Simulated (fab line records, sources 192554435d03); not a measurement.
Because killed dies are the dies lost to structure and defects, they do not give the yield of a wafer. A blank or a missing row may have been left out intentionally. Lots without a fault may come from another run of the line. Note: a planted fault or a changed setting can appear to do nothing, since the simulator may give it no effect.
The tool behind it: which one? | flow n5 finfet | 23 lots, 69 wafers sampled, at 6 steps of a route of 1938

WHAT THE GAUGES READ, wafer by wafer
N5_MOL_CONTACT_COAG_CD_MEAS_137 targets a cd of 16 nm. Usual: cd nm reads 16.0 nm (standard deviation 0.36).
lot  | measured     | on        | cd nm (nm)     | flag
L074 | day 5 03:47  | cd sem-02 | 15.4 16.0 16.1 |
L075 | day 5 12:05  | cd sem-01 | 15.8 15.7 15.8 |
L076 | day 5 14:57  | cd sem-01 | 16.4 16.3 16.1 |
L077 | day 5 19:55  | cd sem-03 | 16.2 15.3 16.2 |
L078 | day 6 10:03  | cd sem-01 | 16.4 16.0 15.7 |
L079 | day 6 17:41  | cd sem-02 | 16.3 16.6 16.0 |
L080 | day 6 21:08  | cd sem-03 | 16.0 15.9 16.0 |
L081 | day 7 03:09  | cd sem-01 | 16.5 16.4 16.2 |
L082 | day 7 06:33  | cd sem-01 | 16.5 15.8 15.9 |
L084 | day 7 19:04  | cd sem-03 | 16.0 15.7 15.6 |
L085 | day 7 23:31  | cd sem-02 | 15.4 16.0 15.4 |
L086 | day 8 03:17  | cd sem-03 | 16.0 15.9 16.1 |
L087 | day 8 17:49  | cd sem-02 | 16.3 16.1 16.3 |
L088 | day 8 19:37  | cd sem-02 | 16.3 15.6 16.3 |
L089 | day 8 22:50  | cd sem-03 | 16.0 16.4 16.2 |
L090 | day 9 01:56  | cd sem-01 | 16.7 16.1 16.5 |
L091 | day 9 07:18  | cd sem-02 | 16.6 16.0 16.4 |
L092 | day 9 15:56  | cd sem-02 | 15.5 15.7 15.6 |
L093 | day 9 21:58  | cd sem-03 | 16.2 16.0 16.2 |
L094 | day 10 03:28 | cd sem-01 | 15.8 16.3 15.7 |
L095 | day 10 15:44 | cd sem-01 | 15.9 15.0 16.6 |
L096 | day 10 16:28 | cd sem-03 | 15.7 15.9 15.6 |
L097 | day 10 20:31 | cd sem-03 | 15.7 15.9 15.7 |

N5_BEOL_M0_SAQP_OVL_MEAS_41. Usual: M0_CUT1_OVL typically reads -0.3 nm, with standard deviation 0.68.
lot  | measured     | on         | M0_CUT1_OVL (nm) | flag
L074 | day 5 15:53  | overlay-02 | 0.3 -0.3 0.1     |
L075 | day 5 22:22  | overlay-02 | -1.0 -1.3 -0.2   |
L076 | day 6 06:10  | overlay-02 | -0.7 0.3 -0.8    |
L077 | day 6 06:46  | overlay-01 | 0.1 -0.8 -0.5    |
L078 | day 6 21:19  | overlay-02 | -0.1 -0.3 -0.2   |
L079 | day 7 06:04  | overlay-02 | -1.4 -1.8 -0.7   |
L080 | day 7 11:29  | overlay-01 | -0.7 0.0 0.5     |
L081 | day 7 15:17  | overlay-01 | -0.6 -1.0 0.2    |
L082 | day 7 19:27  | overlay-02 | 0.8 0.3 1.1      |
L084 | day 8 05:34  | overlay-02 | 0.2 -0.4 0.3     |
L085 | day 8 14:42  | overlay-01 | -0.6 -0.4 -1.6   |
L086 | day 8 14:59  | overlay-02 | 0.2 -0.3 -0.1    |
L087 | day 9 06:02  | overlay-02 | -0.1 -0.3 0.5    |
L088 | day 9 07:50  | overlay-02 | -0.5 0.4 -0.7    |
L089 | day 9 13:05  | overlay-02 | 0.4 0.2 -0.3     |
L090 | day 9 13:32  | overlay-02 | -0.5 -0.8 -0.6   |
L091 | day 9 19:04  | overlay-01 | -1.1 -2.1 -1.3   |
L092 | day 10 02:57 | overlay-02 | 0.7 -0.7 -0.6    |
L093 | day 10 10:19 | overlay-01 | -0.3 -0.5 0.6    |
L094 | day 10 16:08 | overlay-02 | -0.3 -1.1 -1.7   |
L095 | day 11 04:04 | overlay-02 | 0.5 0.6 -0.1     |
L096 | day 11 06:50 | overlay-02 | 0.2 0.0 -1.1     |
L097 | day 11 10:41 | overlay-02 | -0.1 0.0 -0.8    |

WHICH TOOL RAN EACH LOT (tool, then ch and the chambers of the sampled wafers, then the start)
lot  | N5_MOL_CONTACT_COAG_STRIP_119        | N5_BEOL_M0_SAQP_PECVD_97        | N5_BEOL_M0_SAQP_MANDREL_ETCH_20  | N5_BEOL_M0_SAQP_SPACER1_ETCHBACK_99
L074 | plasma asher-02 ch 0,1, day 5 03:38  | pecvd-02 ch 1,2, day 5 09:35    | rie si-06 ch 0,2,3, day 5 10:34  | rie diel-02 ch 1,2,3, day 5 13:14
L075 | plasma asher-02 ch 0,1, day 5 11:56  | pecvd-02 ch 0,1, day 5 18:08    | rie si-05 ch 1,2, day 5 18:59    | rie diel-03 ch 0,1,3, day 5 20:05
L076 | plasma asher-01 ch 0,1, day 5 14:49  | pecvd-02 ch 0,1,2, day 6 00:59  | rie si-04 ch 0,3, day 6 01:59    | rie diel-02 ch 0,2,3, day 6 03:05
L077 | plasma asher-01 ch 0,1, day 5 19:47  | pecvd-01 ch 0,2, day 6 01:55    | rie si-05 ch 0,1, day 6 02:47    | rie diel-03 ch 0,1,2, day 6 04:07
L078 | plasma asher-01 ch 0,1, day 6 09:54  | pecvd-04 ch 0,1,2, day 6 16:54  | rie si-05 ch 0,2,3, day 6 17:56  | rie diel-02 ch 1,2,3, day 6 19:01
L079 | plasma asher-01 ch 0,1, day 6 17:32  | pecvd-01 ch 0,1,2, day 7 01:12  | rie si-05 ch 1,3, day 7 02:21    | rie diel-02 ch 0,2,3, day 7 03:26
L080 | plasma asher-01 ch 0, day 6 20:59    | pecvd-04 ch 0,2, day 7 04:29    | rie si-05 ch 0,1,3, day 7 05:46  | rie diel-02 ch 0,2,3, day 7 07:54
L081 | plasma asher-02 ch 0,1, day 7 03:00  | pecvd-04 ch 0,1,2, day 7 10:34  | rie si-06 ch 1,2,3, day 7 11:25  | rie diel-02 ch 0,1,3, day 7 12:31
L082 | plasma asher-02 ch 0,1, day 7 06:24  | pecvd-04 ch 0,1, day 7 14:11    | rie si-04 ch 0,1,2, day 7 15:02  | rie diel-03 ch 0,1, day 7 16:46
L084 | plasma asher-02 ch 0,1, day 7 18:56  | pecvd-04 ch 1,2, day 8 01:04    | rie si-06 ch 2,3, day 8 02:03    | rie diel-05 ch 2,3, day 8 03:08
L085 | plasma asher-02 ch 0,1, day 7 23:23  | pecvd-04 ch 0,2, day 8 08:28    | rie si-06 ch 1,3, day 8 09:48    | rie diel-03 ch 1,2, day 8 10:55
L086 | plasma asher-01 ch 0,1, day 8 03:10  | pecvd-01 ch 0,2, day 8 09:10    | rie si-04 ch 1,3, day 8 10:10    | rie diel-03 ch 1,2,3, day 8 11:17
L087 | plasma asher-01 ch 0,1, day 8 17:40  | pecvd-02 ch 0,2, day 9 00:27    | rie si-06 ch 0,1, day 9 01:28    | rie diel-02 ch 1,3, day 9 02:40
L088 | plasma asher-02 ch 0,1, day 8 19:28  | pecvd-01 ch 0,1, day 9 02:56    | rie si-04 ch 0,1, day 9 03:59    | rie diel-02 ch 0,1,2, day 9 05:29
L089 | plasma asher-02 ch 1, day 8 22:42    | pecvd-04 ch 0,1,2, day 9 08:02  | rie si-04 ch 0,1, day 9 09:07    | rie diel-03 ch 2,3, day 9 10:34
L090 | plasma asher-01 ch 0,1, day 9 01:47  | pecvd-01 ch 0,1, day 9 08:59    | rie si-05 ch 0,3, day 9 09:58    | rie diel-05 ch 0,3, day 9 11:03
L091 | plasma asher-01 ch 0,1, day 9 07:10  | pecvd-04 ch 0,1,2, day 9 14:21  | rie si-04 ch 1,2,3, day 9 15:20  | rie diel-03 ch 0,1,2, day 9 16:31
L092 | plasma asher-02 ch 0,1, day 9 15:47  | pecvd-02 ch 0,1, day 9 21:53    | rie si-06 ch 0,2, day 9 22:53    | rie diel-05 ch 0,2, day 10 00:17
L093 | plasma asher-01 ch 0,1, day 9 21:49  | pecvd-04 ch 0,1,2, day 10 04:47 | rie si-04 ch 0,2,3, day 10 05:39 | rie diel-02 ch 0,1, day 10 07:47
L094 | plasma asher-02 ch 1, day 10 03:19   | pecvd-01 ch 0,2, day 10 11:02   | rie si-05 ch 0,1,3, day 10 11:58 | rie diel-03 ch 1,2, day 10 13:09
L095 | plasma asher-02 ch 0,1, day 10 15:34 | pecvd-04 ch 0,1,2, day 10 22:38 | rie si-04 ch 0,1,3, day 10 23:53 | rie diel-02 ch 0,1,3, day 11 01:29
L096 | plasma asher-02 ch 0,1, day 10 16:20 | pecvd-01 ch 0,1, day 11 01:58   | rie si-06 ch 0,1, day 11 02:54   | rie diel-02 ch 0,1,2, day 11 04:16
L097 | plasma asher-02 ch 0,1, day 10 20:22 | pecvd-01 ch 1,2, day 11 05:28   | rie si-05 ch 0,2,3, day 11 06:37 | rie diel-05 ch 0,1,3, day 11 08:16
- N5_MOL_CONTACT_COAG_STRIP_119: strips in N2/H2, time 30 s.
- N5_BEOL_M0_SAQP_PECVD_97: deposits SiNx from SiH4/NH3/N2, target thk 23 nm, time 19.9 s.
- N5_BEOL_M0_SAQP_MANDREL_ETCH_20: etches a-Si in HBr/Cl2, stops on SiNx, target depth 60 nm, bt time 10 s, time 30 s.
- N5_BEOL_M0_SAQP_SPACER1_ETCHBACK_99: etches SiO2 in CHF3/O2, target depth 15.4 nm, time 7.7 s.

WHAT THE TOOLS THEMSELVES READ (means of the sampled wafers that have a number; where no wafer has one, the mark that the record gives instead)
N5_MOL_CONTACT_COAG_STRIP_119. Usual: drypump motor current A 5.4 A, standard deviation 0.37; h2 flow sccm 3249 sccm, standard deviation 10; heater power w 331 W, standard deviation 40; n2 flow sccm 1750 sccm, standard deviation 5.3.
lot  | tool            | drypump motor current A (A) | h2 flow sccm (sccm) | heater power w (W) | n2 flow sccm (sccm) | flag
L074 | plasma asher-02 | 5.2                         | 3257                | 293                | 1752                |
L075 | plasma asher-02 | 5.2                         | 3242                | 297                | 1748                |
L076 | plasma asher-01 | 5.5                         | 3250                | 370                | 1748                |
L077 | plasma asher-01 | 5.6                         | 3255                | 379                | 1751                |
L078 | plasma asher-01 | 5.5                         | 3255                | 380                | 1748                |
L079 | plasma asher-01 | 5.6                         | 3245                | 377                | 1746                |
L080 | plasma asher-01 | 5.7                         | 3253                | 386                | 1751                |
L081 | plasma asher-02 | 5.2                         | 3254                | 298                | 1753                |
L082 | plasma asher-02 | 5.2                         | 3243                | 298                | 1751                |
L084 | plasma asher-02 | 5.5                         | 3244                | 298                | 1750                |
L085 | plasma asher-02 | 5.2                         | 3259                | 297                | 1745                |
L086 | plasma asher-01 | 5.6                         | 3248                | 393                | 1751                |
L087 | plasma asher-01 | 5.6                         | 3246                | 383                | 1750                |
L088 | plasma asher-02 | 5.5                         | 3255                | 297                | 1751                |
L089 | plasma asher-02 | 4.9                         | 3246                | 297                | 1754                |
L090 | plasma asher-01 | 5.5                         | 3247                | 380                | 1751                |
L091 | plasma asher-01 | 5.5                         | 3262                | 386                | 1752                |
L092 | plasma asher-02 | 5.5                         | 3249                | 297                | 1749                |
L093 | plasma asher-01 | 5.6                         | 3243                | 374                | 1751                |
L094 | plasma asher-02 | 4.9                         | 3246                | 294                | 1751                |
L095 | plasma asher-02 | 5.2                         | 3243                | 296                | 1748                |
L096 | plasma asher-02 | 5.2                         | 3244                | 300                | 1756                |
L097 | plasma asher-02 | 5.2                         | 3247                | 297                | 1754                |

N5_BEOL_M0_SAQP_PECVD_97. Usual: heater power w 565 W, standard deviation 60; showerhead plenum p Torr 5.15 Torr, standard deviation 0.052; showerhead vpp V 1073 V, standard deviation 43; throttle valve pct 40.0 %, standard deviation 2.2.
lot  | tool     | heater power w (W) | showerhead plenum p Torr (Torr) | showerhead vpp V (V) | throttle valve pct (%) | flag
L074 | pecvd-02 | 528                | 5.11                            | 1100                 | 41.8                   |
L075 | pecvd-02 | 506                | 5.09                            | 1064                 | 42.9                   |
L076 | pecvd-02 | 518                | 5.12                            | 1065                 | 40.4                   |
L077 | pecvd-01 | 561                | 5.17                            | 1063                 | 38.5                   |
L078 | pecvd-04 | 586                | 5.19                            | 1093                 | 40.3                   |
L079 | pecvd-01 | 623                | 5.15                            | 1065                 | 39.0                   |
L080 | pecvd-04 | 538                | 5.17                            | 1076                 | 38.4                   |
L081 | pecvd-04 | 563                | 5.18                            | 1082                 | 40.5                   |
L082 | pecvd-04 | 543                | 5.16                            | 1059                 | 41.5                   |
L084 | pecvd-04 | 535                | 5.18                            | 1082                 | 42.5                   |
L085 | pecvd-04 | 578                | 5.17                            | 1079                 | 38.8                   |
L086 | pecvd-01 | 590                | 5.15                            | 1060                 | 38.6                   |
L087 | pecvd-02 | 495                | 5.13                            | 1077                 | 38.2                   |
L088 | pecvd-01 | 606                | 5.12                            | 1082                 | 39.3                   |
L089 | pecvd-04 | 564                | 5.17                            | 1089                 | 40.7                   |
L090 | pecvd-01 | 585                | 5.09                            | 1094                 | 39.8                   |
L091 | pecvd-04 | 559                | 5.17                            | 1073                 | 40.5                   |
L092 | pecvd-02 | 482                | 5.09                            | 1055                 | 42.7                   |
L093 | pecvd-04 | 551                | 5.18                            | 1084                 | 40.7                   |
L094 | pecvd-01 | 577                | 5.16                            | 1051                 | 38.5                   |
L095 | pecvd-04 | 537                | 5.18                            | 1088                 | 40.6                   |
L096 | pecvd-01 | 584                | 5.11                            | 1084                 | 39.2                   |
L097 | pecvd-01 | 588                | 5.19                            | 1034                 | 39.0                   |

N5_BEOL_M0_SAQP_MANDREL_ETCH_20. Usual: bias w 74.98 W, standard deviation 0.22; chamber pressure mTorr 10.000 mTorr, standard deviation 0.01; drypump motor current A 5.7 A, standard deviation 0.31; oes product au 0.771 a.u., standard deviation 0.013; throttle valve pct 35.5 %, standard deviation 0.6.
lot  | tool      | bias w (W) | chamber pressure mTorr (mTorr) | drypump motor current A (A) | oes product au (a.u.) | throttle valve pct (%) | flag
L074 | rie si-06 | 75.05      | 9.990                          | 5.7                         | 0.771                 | 35.4                   |
L075 | rie si-05 | 74.83      | 10.003                         | 5.8                         | 0.785                 | 36.3                   |
L076 | rie si-04 | 75.04      | 9.996                          | 5.6                         | 0.787                 | 34.6                   |
L077 | rie si-05 | 74.91      | 9.974                          | 5.9                         | 0.769                 | 36.2                   |
L078 | rie si-05 | 75.19      | 10.000                         | 5.6                         | 0.772                 | 36.0                   |
L079 | rie si-05 | 74.95      | 9.996                          | 5.3                         | 0.786                 | 35.4                   |
L080 | rie si-05 | 74.98      | 9.995                          | 5.6                         | 0.774                 | 35.8                   |
L081 | rie si-06 | 74.81      | 10.001                         | 5.8                         | 0.758                 | 35.6                   |
L082 | rie si-04 | 75.15      | 9.998                          | 5.5                         | 0.760                 | 35.2                   |
L084 | rie si-06 | 75.08      | 10.003                         | 5.7                         | 0.763                 | 35.4                   |
L085 | rie si-06 | 75.00      | 9.998                          | 6.0                         | 0.769                 | 35.6                   |
L086 | rie si-04 | 75.25      | 10.004                         | 5.7                         | 0.775                 | 34.9                   |
L087 | rie si-06 | 74.94      | 10.006                         | 5.9                         | 0.782                 | 35.3                   |
L088 | rie si-04 | 75.04      | 10.000                         | 5.8                         | 0.777                 | 34.7                   |
L089 | rie si-04 | 75.05      | 10.005                         | 5.8                         | 0.760                 | 34.9                   |
L090 | rie si-05 | 74.95      | 10.002                         | 5.4                         | 0.772                 | 35.6                   |
L091 | rie si-04 | 74.98      | 9.995                          | 5.4                         | 0.762                 | 35.2                   |
L092 | rie si-06 | 75.08      | 9.994                          | 5.7                         | 0.762                 | 35.3                   |
L093 | rie si-04 | 74.80      | 10.000                         | 5.4                         | 0.776                 | 35.0                   |
L094 | rie si-05 | 74.84      | 9.998                          | 5.6                         | 0.774                 | 35.8                   |
L095 | rie si-04 | 74.89      | 10.002                         | 5.7                         | 0.766                 | 34.7                   |
L096 | rie si-06 | 74.99      | 10.009                         | 5.9                         | 0.781                 | 35.3                   |
L097 | rie si-05 | 74.98      | 9.996                          | 5.6                         | 0.765                 | 36.0                   |

N5_BEOL_M0_SAQP_SPACER1_ETCHBACK_99. Usual: bias w 169.9 W, standard deviation 0.49; chamber pressure mTorr 29.996 mTorr, standard deviation 0.027; drypump motor current A 5.8 A, standard deviation 0.53; oes_ar_750_au 0.77 a.u., standard deviation 0.09; oes product au 0.77 a.u., standard deviation 0.096; rf vpp V 529 V, standard deviation 5.7; showerhead plenum p Torr 2.45 Torr, standard deviation 0.066; throttle valve pct 18.95 %, standard deviation 0.23.
lot  | tool        | bias w (W) | chamber pressure mTorr (mTorr) | drypump motor current A (A) | oes_ar_750_au (a.u.) | oes product au (a.u.) | rf vpp V (V) | showerhead plenum p Torr (Torr) | throttle valve pct (%) | flag
L074 | rie diel-02 | 169.9      | 29.984                         | 6.1                         | 0.75                 | 0.76                  | 526          | 2.42                            | 18.77                  |
L075 | rie diel-03 | 170.0      | 30.004                         | 5.4                         | 0.74                 | 0.74                  | 529          | 2.45                            | 19.28                  |
L076 | rie diel-02 | 169.5      | 29.992                         | 5.8                         | 0.71                 | 0.71                  | 524          | 2.43                            | 18.90                  |
L077 | rie diel-03 | 169.8      | 29.994                         | 5.7                         | 0.72                 | 0.71                  | 526          | 2.43                            | 19.38                  |
L078 | rie diel-02 | 170.0      | 29.979                         | 6.1                         | 0.74                 | 0.74                  | 525          | 2.42                            | 18.77                  |
L079 | rie diel-02 | 170.1      | 30.028                         | 5.8                         | 0.70                 | 0.70                  | 524          | 2.43                            | 18.92                  |
L080 | rie diel-02 | 169.6      | 30.005                         | 5.8                         | 0.70                 | 0.70                  | 524          | 2.43                            | 18.91                  |
L081 | rie diel-02 | 170.2      | 30.016                         | 5.9                         | 0.74                 | 0.74                  | 530          | 2.47                            | 18.77                  |
L082 | rie diel-03 | 169.9      | 29.988                         | 5.5                         | 0.83                 | 0.84                  | 527          | 2.40                            | 19.21                  |
L084 | rie diel-05 | 170.2      | 29.990                         | 6.1                         | 0.73                 | 0.72                  | 527          | 2.47                            | 19.06                  |
L085 | rie diel-03 | 169.4      | 30.002                         | 5.6                         | 0.83                 | 0.84                  | 528          | 2.44                            | 19.20                  |
L086 | rie diel-03 | 170.3      | 30.006                         | 5.3                         | 0.83                 | 0.83                  | 530          | 2.48                            | 19.13                  |
L087 | rie diel-02 | 170.5      | 30.006                         | 6.3                         | 0.77                 | 0.77                  | 530          | 2.46                            | 18.66                  |
L088 | rie diel-02 | 170.2      | 30.006                         | 5.8                         | 0.73                 | 0.73                  | 526          | 2.41                            | 18.82                  |
L089 | rie diel-03 | 170.3      | 30.007                         | 5.6                         | 0.89                 | 0.89                  | 529          | 2.50                            | 19.01                  |
L090 | rie diel-05 | 169.5      | 29.998                         | 6.1                         | 0.72                 | 0.71                  | 530          | 2.45                            | 19.03                  |
L091 | rie diel-03 | 169.9      | 30.011                         | 5.8                         | 0.87                 | 0.89                  | 526          | 2.42                            | 19.11                  |
L092 | rie diel-05 | 170.0      | 30.051                         | 6.6                         | 0.74                 | 0.74                  | 530          | 2.38                            | 18.81                  |
L093 | rie diel-02 | 169.8      | 29.992                         | 5.9                         | 0.76                 | 0.77                  | 531          | 2.45                            | 18.68                  |
L094 | rie diel-03 | 170.0      | 29.969                         | 5.8                         | 0.88                 | 0.88                  | 526          | 2.45                            | 19.11                  |
L095 | rie diel-02 | 170.4      | 29.998                         | 5.9                         | 0.72                 | 0.72                  | 529          | 2.46                            | 18.81                  |
L096 | rie diel-02 | 169.5      | 30.009                         | 5.8                         | 0.81                 | 0.81                  | 529          | 2.50                            | 18.74                  |
L097 | rie diel-05 | 169.6      | 29.970                         | 5.9                         | 0.78                 | 0.80                  | 535          | 2.43                            | 18.92                  |

THE ANSWER, worked out from the rows above alone
Rule: take the mean of a lot's wafers that have a number; if it is more than 3 standard deviations from the usual mean, the lot is off. Also off: a lot with no number at a reading for which 4 or more lots have one. All remaining lots with rows at the step are treated as sound. The gauges are gone through in route order, then the tools' own readings, and for those a lot's mean is taken as printed above. At the first step where some lot is off, the reading lying furthest off is the one used; lots without a number count as furthest.
No lot is off on any of the readings shown, so nothing can be concluded from this.

WHAT THE SIMULATOR HAD PUT IN
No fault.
